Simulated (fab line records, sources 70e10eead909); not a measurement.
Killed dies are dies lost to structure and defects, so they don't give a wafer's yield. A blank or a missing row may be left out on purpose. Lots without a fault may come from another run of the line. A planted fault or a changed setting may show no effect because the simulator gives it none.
fab line records | flow nand_harc
record lots=6 wafers=18 last_day=33
route steps=1302 shown A_CHANNEL_HOLE_D1@467 END@1302
lots that met no fault: from a run of the same line without faults
start_h: hours from the record's first day to the start of the lot's first wafer shown | wait_h: hours since the lot's step before | " the same as in the row above | L1.1+2: a row that stands for several wafers | - no value, or no start given | * or withheld: withheld | < > ~ a bound
route shown NAME@n: a module of which the file shows steps, and the number in the route of the first | usual: mean/standard deviation of fault-free wafers | same: alike in all rows | chamber/n: place in a boat | sites: the reading at each site | _std_site: their standard deviation | _edge_site: outer sites' mean less inner sites' | radius_mm: how far each site lies from the wafer's centre | mask NAME#n: copy n | behind: the tool/chamber that last shaped the wafer | hold: why the lot was held/for how many hours/how that ended | device: the transistor (n, p or np) that didn't switch | end of line: the same wafers' tests at the end of the route | a step without rows: its recipe alone | killed: dies lost to structure and defects at the first sort, not the wafer's yield | map: a wafer's dies, x killed, . not, _ none there
set.NAME: the setting as run; set.NAME@STEP: as run at that earlier step | model.NAME: the simulator's own value behind a step, which no gauge read
lots at some steps of the route; a table a step, a row a wafer
services: from which hour (start_h, from the record's first day; less than 0 if before it) a tool's chamber was out of use, for how many hours, and why
## steps
# step NHARC_A_CHANNEL_HOLE_D1_ETCH_39
# recipe target_depth_a=2600 over_etch_frac=0.3 time_s=325 ion_energy_ev=200 n2_flow_sccm=150 h2_flow_sccm=150 ar_flow_sccm=0 rf_w=400 bias_w=150 chemistry=N2/H2
# step NHARC_A_CHANNEL_HOLE_D1_ETCH_34
# recipe target_depth_a=1540 time_s=77 cf4_flow_sccm=100 chf3_flow_sccm=30 ar_flow_sccm=0 rf_w=500 bias_w=200 chemistry=CF4/CHF3
# usual drypump_motor_current_A=5.66/0.29 oes_product_au=0.941/0.02 rf_vpp_V=371.6/2.2 showerhead_plenum_p_Torr=1.61/0.064 throttle_valve_pct=16.802/0.0097
# columns lot.wafer tool chamber start_h wait_h drypump_motor_current_A oes_product_au rf_hours_counter_h rf_vpp_V showerhead_plenum_p_Torr throttle_valve_pct
L117.2 rie_diel-10 3 - - 5.34 0.921 11 369.5 1.52 16.768
L117.1 " 0 " " 5.69 0.931 9 373.9 1.64 16.802
L117.5 " 2 " " 5.52 0.935 - 373.7 1.68 16.807
L125.2 rie_diel-10 0 - - 5.64 0.985 5 373.0 1.64 16.807
L125.1 " 1 " " 5.69 0.994 2 371.2 1.56 16.804
L125.5 " 2 " " 5.53 0.967 - 372.9 1.68 16.799
L124.3 rie_diel-10 1 - - 5.69 0.962 2 371.5 1.56 16.796
L124.2 " 3 " " 5.36 0.983 6 368.0 1.52 16.786
L124.5 " 2 " " 5.53 0.957 - 374.4 1.68 16.819
L126.2 rie_diel-10 1 - - 5.70 0.960 4 370.7 1.56 16.803
L126.1 " 3 " " 5.35 0.932 7 369.1 1.52 16.809
L126.5 " 1 " " 5.71 0.960 - 369.7 1.56 16.800
L132.3 rie_diel-10 2 364.69 0.3 5.54 0.927 - 375.5 1.68 16.796
L132.4 " 1 " " 5.70 0.934 - 368.8 1.56 16.813
L132.6 " 1 " " 5.69 0.928 - 370.4 1.56 16.794
L133.2 rie_diel-10 0 - - 5.65 0.922 11 373.2 1.64 16.813
L133.6 " 3 " " 5.31 0.930 - 367.6 1.52 16.814
L133.4 " 0 " " 5.65 0.929 - 371.8 1.64 16.798
# step NHARC_A_CHANNEL_HOLE_D1_ETCH_16
# recipe target_depth_a=31000 over_etch_frac=0.3 time_s=806 ion_energy_ev=150 o2_flow_sccm=400 cos_flow_sccm=20 ar_flow_sccm=0 rf_w=500 bias_w=300 chemistry=O2/COS
# step NHARC_A_CHANNEL_HOLE_D1_CD_MEAS_18
# usual cd_nm=99.1/1.5
# columns lot.wafer tool chamber start_h wait_h cd_nm
L117.1 cd_sem-01 - 217.97 - 99.6
L117.2 " - " " 97.8
L117.5 " - " " 98.1
L125.1 cd_sem-01 - 297.43 - 98.4
L125.2 " - " " 100.0
L125.5 " - " " 97.9
L124.2 cd_sem-02 - 298.57 - 96.1
L124.3 " - " " 99.3
L124.5 " - " " 99.9
L126.1 cd_sem-02 - 305.56 - 100.8
L126.2 " - " " 97.7
L126.5 " - " " 98.3
L132.3 cd_sem-03 - 365.75 0.6 98.6
L132.4 " - " " 98.8
L132.6 " - " " 100.3
L133.2 cd_sem-02 - 383.71 - 101.7
L133.4 " - " " 98.2
L133.6 " - " " 98.9
# step NHARC_A_CHANNEL_HOLE_D1_ETCH_19
# recipe bias_v=1200 source_w=2500 pressure_mtorr=15 time_s=34.5 ar_flow_sccm=375 c4f8_flow_sccm=28.8 o2_flow_sccm=96.2 temp_c=-20 target_depth_a=* chemistry=C4F8/O2/Ar
# step NHARC_A_CHANNEL_HOLE_D1_ETCH_20
# recipe bias_v=3000 source_w=withheld pressure_mtorr=20 time_s=361.9 ar_flow_sccm=375 c4f8_flow_sccm=89.3 o2_flow_sccm=35.7 temp_c=-20 target_depth_a=16000 chemistry=C4F8/O2/Ar
# step NHARC_A_CHANNEL_HOLE_D1_ETCH_21
# recipe bias_v=3000 source_w=withheld pressure_mtorr=20 time_s=514.3 ar_flow_sccm=375 c4f8_flow_sccm=89.3 o2_flow_sccm=35.7 temp_c=-20 target_depth_a=16000 chemistry=C4F8/O2/Ar
# usual drypump_motor_current_A=5.6/0.41 showerhead_plenum_p_Torr=3.56/0.045 throttle_valve_pct=32.154/0.01
# columns lot.wafer tool chamber start_h wait_h drypump_motor_current_A rf_hours_counter_h showerhead_plenum_p_Torr throttle_valve_pct
L117.2 har_etch-02 0 221.18 0.3 5.7 321 3.65 32.156
L117.1 " 1 " " 5.2 321 3.54 32.161
L117.5 " 0 " " 5.7 - 3.65 32.150
L125.2 har_etch-01 1 297.94 0.3 5.1 149 3.55 32.149
L125.1 " 0 " " 6.2 149 3.55 32.152
L125.5 " 1 " " 5.1 - 3.55 32.138
L124.2 har_etch-02 1 299.07 0.3 5.2 360 3.52 32.161
L124.3 " 0 " " 5.8 - 3.63 32.135
L124.5 " 0 " " 5.7 - 3.63 32.151
L126.1 har_etch-02 0 306.98 0.3 5.8 368 3.62 32.156
L126.2 " 1 " " 5.2 368 3.51 32.158
L126.5 " 0 " " 5.8 - 3.62 32.151
L132.4 har_etch-01 0 366.40 0.3 6.1 - 3.53 32.147
L132.3 " 1 " " 5.2 - 3.53 32.151
L132.6 " 0 " " 6.1 - 3.53 32.158
L133.2 har_etch-01 0 386.44 0.3 6.1 209 3.52 32.154
L133.4 " 0 " " 6.1 - 3.52 32.155
L133.6 " 1 " " 5.1 - 3.52 32.161
# step NHARC_A_CHANNEL_HOLE_D1_ETCH_22
# recipe bias_v=3000 source_w=withheld pressure_mtorr=20 time_s=666.7 ar_flow_sccm=375 c4f8_flow_sccm=89.3 o2_flow_sccm=35.7 temp_c=-20 target_depth_a=16000 chemistry=C4F8/O2/Ar
# usual drypump_motor_current_A=5.6/0.41 showerhead_plenum_p_Torr=3.56/0.045 throttle_valve_pct=32.155/0.0093
# columns lot.wafer tool chamber start_h wait_h drypump_motor_current_A rf_hours_counter_h showerhead_plenum_p_Torr throttle_valve_pct
L117.2 har_etch-02 0 221.61 0.4 5.8 322 3.65 32.163
L117.1 " 1 " " 5.2 322 3.54 32.147
L117.5 " 0 " " 5.8 - 3.65 32.150
L125.2 har_etch-01 1 298.38 0.4 5.1 149 3.55 32.154
L125.1 " 0 " " 6.1 149 3.55 32.153
L125.5 " 1 " " 5.2 - 3.55 32.151
L124.2 har_etch-02 1 299.51 0.4 5.2 361 3.52 32.152
L124.3 " 0 " " 5.7 - 3.63 32.143
L124.5 " 0 " " 5.8 - 3.63 32.148
L126.1 har_etch-02 0 307.42 0.4 5.7 368 3.62 32.165
L126.2 " 1 " " 5.2 368 3.51 32.145
L126.5 " 0 " " 5.8 - 3.62 32.159
L132.4 har_etch-01 0 366.89 0.4 6.1 - 3.53 32.157
L132.3 " 1 " " 5.2 - 3.53 32.150
L132.6 " 0 " " 6.1 - 3.53 32.144
L133.2 har_etch-01 0 386.91 0.4 6.1 210 3.52 32.165
L133.4 " 0 " " 6.2 - 3.52 32.153
L133.6 " 1 " " 5.2 - 3.52 32.147
# step NHARC_A_CHANNEL_HOLE_D1_ETCH_23
# recipe bias_v=5000 source_w=withheld pressure_mtorr=20 time_s=819 ar_flow_sccm=375 c4f8_flow_sccm=89.3 o2_flow_sccm=35.7 temp_c=-20 target_depth_a=16000 chemistry=C4F8/O2/Ar
# step NHARC_A_CHANNEL_HOLE_D1_ETCH_24
# recipe bias_v=5000 source_w=withheld pressure_mtorr=20 time_s=906.2 ar_flow_sccm=375 c4f8_flow_sccm=93.8 o2_flow_sccm=31.2 temp_c=-20 target_depth_a=15000 chemistry=C4F8/O2/Ar
# step NHARC_A_CHANNEL_HOLE_D1_ETCH_25
# recipe bias_v=5000 source_w=withheld pressure_mtorr=20 time_s=1040.2 ar_flow_sccm=375 c4f8_flow_sccm=93.8 o2_flow_sccm=31.2 temp_c=-20 target_depth_a=15000 chemistry=C4F8/O2/Ar
# usual drypump_motor_current_A=5.6/0.41 showerhead_plenum_p_Torr=3.55/0.045 throttle_valve_pct=32.235/0.0099
# columns lot.wafer tool chamber start_h wait_h drypump_motor_current_A rf_hours_counter_h showerhead_plenum_p_Torr throttle_valve_pct
L117.2 har_etch-02 0 223.67 0.7 5.7 324 3.64 32.234
L117.1 " 1 " " 5.2 324 3.53 32.228
L117.5 " 0 " " 5.7 - 3.64 32.237
L125.2 har_etch-01 1 300.42 0.6 5.2 151 3.54 32.239
L125.1 " 0 " " 6.1 151 3.55 32.234
L125.5 " 1 " " 5.1 - 3.54 32.218
L124.2 har_etch-02 1 301.54 0.6 5.2 363 3.51 32.233
L124.3 " 0 " " 5.8 - 3.62 32.247
L124.5 " 0 " " 5.7 - 3.62 32.225
L126.1 har_etch-02 0 309.43 0.6 5.7 370 3.62 32.227
L126.2 " 1 " " 5.2 370 3.51 32.218
L126.5 " 0 " " 5.7 - 3.62 32.229
L132.4 har_etch-01 0 369.01 0.7 6.1 - 3.52 32.213
L132.3 " 1 " " 5.1 - 3.52 32.237
L132.6 " 0 " " 6.1 - 3.52 32.226
L133.2 har_etch-01 0 388.98 0.7 6.1 212 3.51 32.245
L133.4 " 0 " " 6.2 - 3.51 32.238
L133.6 " 1 " " 5.1 - 3.51 32.230
# step NHARC_A_CHANNEL_HOLE_D1_ETCH_26
# recipe bias_v=300 source_w=2000 pressure_mtorr=30 time_s=224.1 ar_flow_sccm=375 c4f8_flow_sccm=11.4 o2_flow_sccm=113.6 temp_c=-20 target_depth_a=3000 chemistry=C4F8/O2/Ar
# step NHARC_A_CHANNEL_HOLE_D1_ETCH_33
# recipe bias_v=400 source_w=2000 pressure_mtorr=25 time_s=90 ar_flow_sccm=375 c4f8_flow_sccm=41.7 o2_flow_sccm=83.3 temp_c=-20 target_depth_a=4000 chemistry=C4F8/O2/Ar
# usual drypump_motor_current_A=5.6/0.41 showerhead_plenum_p_Torr=3.59/0.047 throttle_valve_pct=27.619/0.0088
# columns lot.wafer tool chamber start_h wait_h drypump_motor_current_A rf_hours_counter_h showerhead_plenum_p_Torr throttle_valve_pct
L117.2 har_etch-02 0 224.75 0.2 5.7 325 3.68 27.627
L117.1 " 1 " " 5.2 325 3.57 27.616
L117.5 " 0 " " 5.8 - 3.68 27.613
L125.2 har_etch-01 1 301.50 0.2 5.2 152 3.58 27.615
L125.1 " 0 " " 6.2 152 3.58 27.613
L125.5 " 1 " " 5.1 - 3.58 27.617
L124.2 har_etch-02 1 302.62 0.2 5.2 364 3.55 27.612
L124.3 " 0 " " 5.7 - 3.66 27.610
L124.5 " 0 " " 5.7 - 3.66 27.627
L126.1 har_etch-02 0 310.49 0.2 5.7 371 3.66 27.612
L126.2 " 1 " " 5.2 371 3.54 27.613
L126.5 " 0 " " 5.7 - 3.66 27.631
L132.4 har_etch-01 0 369.85 0.2 6.1 - 3.56 27.624
L132.3 " 1 " " 5.2 - 3.56 27.620
L132.6 " 0 " " 6.1 - 3.56 27.624
L133.2 har_etch-01 0 389.93 0.2 6.2 213 3.55 27.620
L133.4 " 0 " " 6.2 - 3.55 27.605
L133.6 " 1 " " 5.2 - 3.55 27.606
# step NHARC_A_CHANNEL_HOLE_D1_STRIP_41
# recipe n2_flow_sccm=150 h2_flow_sccm=150 ar_flow_sccm=0 bias_w=0 chemistry=N2/H2
# step NHARC_A_CHANNEL_HOLE_D1_STRIP_42
# recipe cf4_flow_sccm=100 chf3_flow_sccm=30 ar_flow_sccm=0 bias_w=0 chemistry=CF4/CHF3
# step NHARC_A_CHANNEL_HOLE_D1_STRIP_43
# recipe o2_flow_sccm=400 cos_flow_sccm=20 ar_flow_sccm=0 bias_w=0 chemistry=O2/COS
# step NHARC_A_CHANNEL_HOLE_D1_ETCH_44
# recipe target_depth_a=1400 overetch_a=140 time_s=77 ion_energy_ev=100 cf4_flow_sccm=80 o2_flow_sccm=20 ar_flow_sccm=0 rf_w=300 bias_w=100 chemistry=CF4/O2
# step NHARC_A_CHANNEL_HOLE_D1_STRIP_27
# recipe o2_flow_sccm=500 ar_flow_sccm=0 bias_w=0 chemistry=O2
# step NHARC_A_CHANNEL_HOLE_D1_PRECLEAN_28
# recipe time_s=* temp_c=50 bath_age_min=0 chemistry=SC1
# step NHARC_A_CHANNEL_HOLE_D1_SRD_29
# step NHARC_A_CHANNEL_HOLE_D1_CD_MEAS_30
# usual cd_nm=90.3/0.99
# columns lot.wafer tool chamber start_h wait_h cd_nm
L117.1 cd_sem-03 - 226.29 - 90.8
L117.2 " - " " 88.5
L117.5 " - " " 89.9
L125.1 cd_sem-01 - 303.04 - 89.5
L125.2 " - " " 89.9
L125.5 " - " " 90.5
L124.2 cd_sem-01 - 304.85 - 90.8
L124.3 " - " " 91.5
L124.5 " - " " 91.2
L126.1 cd_sem-01 - 312.50 - 90.8
L126.2 " - " " 88.7
L126.5 " - " " 90.1
L132.3 cd_sem-01 - 371.49 - 88.3
L132.4 " - " " 90.5
L132.6 " - " " 90.6
L133.2 cd_sem-02 - 392.01 - 89.8
L133.4 " - " " 90.3
L133.6 " - " " 89.7
# step NHARC_A_CHANNEL_HOLE_D1_XSEM_31
# recipe landing_energy_ev=35000
# usual bot_cd_nm=74.8/1 bow_nm=8.69/0.21 tilt_deg=0.07/0.036
# columns lot.wafer tool chamber start_h wait_h bot_cd_nm bow_nm tilt_deg
L117.1 xsem-02 0 226.38 0.1 75.5 8.88 0.08
L117.2 " 0 " " 73.8 8.85 0.08
L117.5 " 0 " " 75.0 8.86 0.08
L125.1 xsem-01 0 303.13 0.1 76.0 8.88 0.13
L125.2 " 0 " " 74.2 8.89 0.13
L125.5 " 0 " " 75.6 8.91 0.13
L124.2 xsem-02 0 304.94 0.1 75.5 8.39 0.14
L124.3 " 0 " " 76.0 8.42 0.14
L124.5 " 0 " " 75.4 8.34 0.14
L126.1 xsem-01 0 312.58 0.1 74.8 8.72 0.06
L126.2 " 0 " " 72.4 8.77 0.06
L126.5 " 0 " " 74.0 8.74 0.06
L132.3 xsem-02 0 371.58 0.1 72.5 8.51 0.04
L132.4 " 0 " " 74.6 8.53 0.04
L132.6 " 0 " " 74.5 8.43 0.04
L133.2 xsem-01 0 392.10 0.1 74.5 8.62 0.10
L133.4 " 0 " " 74.9 8.60 0.10
L133.6 " 0 " " 74.9 8.65 0.10
# step NHARC_A_CHANNEL_HOLE_D1_INSPECT_40
# usual raw_defect_count=79/25
# columns lot.wafer tool chamber start_h wait_h hold raw_defect_count
L117.1 defect_inspect-02 - 226.48 - - 136
L117.2 " - " " - 92
L117.5 " - " " - 120
L125.1 defect_inspect-02 - 303.23 - - 60
L125.2 " - " " - 44
L125.5 " - " " - 67
L124.2 defect_inspect-02 - 305.04 - await_dispo/0.2h/release 725
L124.3 " - " " await_dispo/0.2h/release 744
L124.5 " - " " await_dispo/0.2h/release 700
L124.2 defect_inspect-02 - 305.21 0.2 - 717
L124.3 " - " " - 753
L124.5 " - " " - 704
L126.1 defect_inspect-02 - 312.68 - await_dispo/0.2h/release 749
L126.2 " - " " await_dispo/0.2h/release 768
L126.5 " - " " await_dispo/0.2h/release 740
L126.1 defect_inspect-02 - 312.85 0.2 - 750
L126.2 " - " " - 761
L126.5 " - " " - 740
L132.3 defect_inspect-01 - 371.67 - - 77
L132.4 " - " " - 50
L132.6 " - " " - 30
L133.2 defect_inspect-02 - 392.19 - - 64
L133.4 " - " " - 68
L133.6 " - " " - 81
# step NHARC_END_SORT_01
# recipe temp_c=25
# usual killed_at_array=59/19 killed_at_other=0.6/0.85 killed_at_periphery=3.8/2.5 killed_dies=64/19 killed_open=3.3/1.8 killed_short=2.2/1.6
# same gross_dies=677
# columns lot.wafer tool chamber start_h wait_h killed_at_array killed_at_other killed_at_periphery killed_dies killed_open killed_short
L124.2 prober-02 0 682.53 2.8 89 1 4 94 8 0
L124.3 prober-02 0 683.33 3.1 123 0 0 123 5 2
L124.5 prober-02 0 684.94 3.7 113 0 7 120 2 3
L126.1 prober-02 0 699.31 4.9 163 1 2 166 3 2
L126.2 prober-02 0 700.12 5.2 132 2 1 135 6 1
L126.5 prober-02 0 702.54 6.1 146 1 4 151 1 5
# killed by level:class
L124.2 A_CHANNEL_HOLE_D1:unspecified=48 A_CHANNEL_HOLE_D2:chamber_film_flake=19 A_CONTACT:chamber_film_flake=4 A_ZERO_WELL:chamber_film_flake=3 A_CHANNEL_HOLE_D1:chamber_film_flake=3 A_STAIRCASE:chamber_film_flake=3 A_WL_FILL:geometric_particle:open=2 P_GATE:chamber_film_flake=2
L124.3 A_CHANNEL_HOLE_D1:unspecified=78 A_CHANNEL_HOLE_D2:chamber_film_flake=21 A_CHANNEL_HOLE_D1:chamber_film_flake=8 A_CONTACT:chamber_film_flake=5 A_ZERO_WELL:chamber_film_flake=3 A_CHANNEL_FILL_D1:geometric_particle:open=2 A_ONON_D2:geometric_particle:open=1 A_CHANNEL_FILL_D2:geometric_particle:short=1
L124.5 A_CHANNEL_HOLE_D1:unspecified=83 A_CHANNEL_HOLE_D2:chamber_film_flake=13 P_GATE:chamber_film_flake=5 A_CHANNEL_HOLE_D1:chamber_film_flake=4 A_CONTACT:chamber_film_flake=4 P_BONDPAD:chamber_film_flake=2 A_WL_FILL:chamber_film_flake=2 A_DECK1_JOINT:geometric_particle:short=1
L126.1 A_CHANNEL_HOLE_D1:unspecified=90 A_SLIT:chamber_film_flake=37 A_CHANNEL_HOLE_D2:chamber_film_flake=13 A_CONTACT:chamber_film_flake=9 A_CHANNEL_HOLE_D1:chamber_film_flake=4 A_BONDPAD:chamber_film_flake=4 A_ONON_D2:geometric_particle:open=2 A_CHANNEL_FILL_D1:chamber_film_flake=2
L126.2 A_CHANNEL_HOLE_D1:unspecified=48 A_SLIT:chamber_film_flake=38 A_CHANNEL_HOLE_D2:chamber_film_flake=16 A_CONTACT:chamber_film_flake=14 A_STAIRCASE:chamber_film_flake=4 A_CHANNEL_HOLE_D1:chamber_film_flake=3 A_BONDPAD:chamber_film_flake=3 A_M0:geometric_particle:open=2
L126.5 A_CHANNEL_HOLE_D1:unspecified=90 A_SLIT:chamber_film_flake=26 A_CHANNEL_HOLE_D2:chamber_film_flake=7 A_CHANNEL_HOLE_D1:chamber_film_flake=6 A_CONTACT:chamber_film_flake=5 A_STAIRCASE:chamber_film_flake=4 A_SGD_CUT:geometric_particle:short=2 A_WL_FILL:chamber_film_flake=2
# map L124.3 (x killed, . not)
____________.____________
_________......._________
_______........x.._______
______..........x.x______
_____..........x.xx._____
____.........x.xxxx.x____
____...........x.x...____
___.............xx..x.___
___..x............x..x___
__...............xx....__
__.....................__
_................x......_
_.x.x..................._
_......................._
_..................xx..._
_..x...................._
.........................
.........................
................x....x..x
.............xx.xxx......
..........x..xxxx.xx.....
_.........x.xxxxxx.x...._
_..........xxxxxxxx....._
_......x....xxxxxxx....._
_...........xxxxxxx....._
_.........xxxxxxxxxx...._
__..........xxxxxxx....__
__.....x...xxxxxxxxx...__
___.........xxxxxxx...___
___.........xxxxxxx...___
____..........xxxx...____
____...........x.....____
_____..........x..x._____
______.............______
_______..........._______
_________x......_________
____________.____________
# map L126.1 (x killed, . not)
____________.____________
_________.....x._________
_______......x.xx._______
______........xxxxx______
_____...x.....xxxxx._____
____........x.xxxxxxx____
____.......x.xxxxxxxx____
___..........xxxxxxx..___
___..x.......xxxxx.x..___
__...........x.xx.xx...__
__.x..........x.x...x..__
_..................x...._
_......................._
_............x.........._
_......................._
_............x.......x.._
.............x.......x...
x..............xxx..x....
...............xx.x......
.............xxxxx..x..x.
.......x.xx..xxxx.x......
_...........xxxxxxxxx..._
_...........xxxxxxxx...._
_...........xxxxxxxx...._
_..........xxxxxxxxx...._
_...........xxxxxxxxx..._
__..........xxxxxxxx...__
__.........xxxxxxx.x...__
___.........xxxxxxx...___
___..........xxxxx....___
____x.......xxx.x....____
____x...........x..xx____
_____.........x....._____
______.............______
_______.......x..._______
_________......._________
____________.____________
## services
# columns tool chamber start_h hours kind
rie_diel-10 - 194.77 0.6 repair
rie_diel-10 0 197.26 - clean
rie_diel-10 1 197.26 - clean
rie_diel-10 2 197.26 - clean
rie_diel-10 3 197.26 - clean
rie_diel-10 0 221.76 - clean
rie_diel-10 1 221.76 - clean
rie_diel-10 2 221.76 - clean
rie_diel-10 3 221.76 - clean
rie_diel-10 - 242.76 9.0 pm
rie_diel-10 0 242.76 9.0 vent_cycle
rie_diel-10 1 242.76 32.5 vent_cycle
rie_diel-10 2 242.76 9.0 vent_cycle
rie_diel-10 3 242.76 9.0 vent_cycle
rie_diel-10 0 251.76 - clean
rie_diel-10 2 251.76 - clean
rie_diel-10 3 251.76 - clean
rie_diel-10 0 361.11 7.6 repair
rie_diel-10 3 361.83 9.2 repair
xsem-01 - 374.00 14.0 pm
har_etch-02 - 377.26 17.0 pm
har_etch-02 0 377.26 17.0 vent_cycle
har_etch-02 1 377.26 17.0 vent_cycle
rie_diel-10 1 377.76 13.8 repair
## key
first_sign step=NHARC_A_CHANNEL_HOLE_D1_INSPECT_40 reading=visit direction=added
effect step=NHARC_A_CHANNEL_HOLE_D1_INSPECT_40 reading=raw_defect_count direction=up sigmas=27 usual=79 struck=738
effect step=NHARC_END_SORT_01 reading=killed_dies direction=up sigmas=3.6 usual=64 struck=132 wafers_moved=5
more_kills_born_at NHARC_A_CHANNEL_HOLE_D1_ETCH_33@har_etch-02=287
met_at NHARC_A_CHANNEL_HOLE_D1_ETCH_33
struck_wafers L124.2,L124.3,L124.5,L126.1,L126.2,L126.5
tester_left_out L124,L126
onset_between 224.75 302.62
also_fits NHARC_A_CHANNEL_HOLE_D1_ETCH_21:har_etch-02,NHARC_A_CHANNEL_HOLE_D1_ETCH_22:har_etch-02,NHARC_A_CHANNEL_HOLE_D1_ETCH_25:har_etch-02
fault kind=chamber_particle_source tool=har_etch-02 chamber=- onset_h=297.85 steps=NHARC_A_CHANNEL_HOLE_D1_ETCH_33 rate_per_visit_cm2=0.96322 end_h=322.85
# tester_left_out: of these lots the tester's yield and bins aren't shown, on N5 and GAA mostly nor the transistor test; their killed dies are dies lost to structure and defects alone, not to doping, threshold or leakage, so they don't give the yield
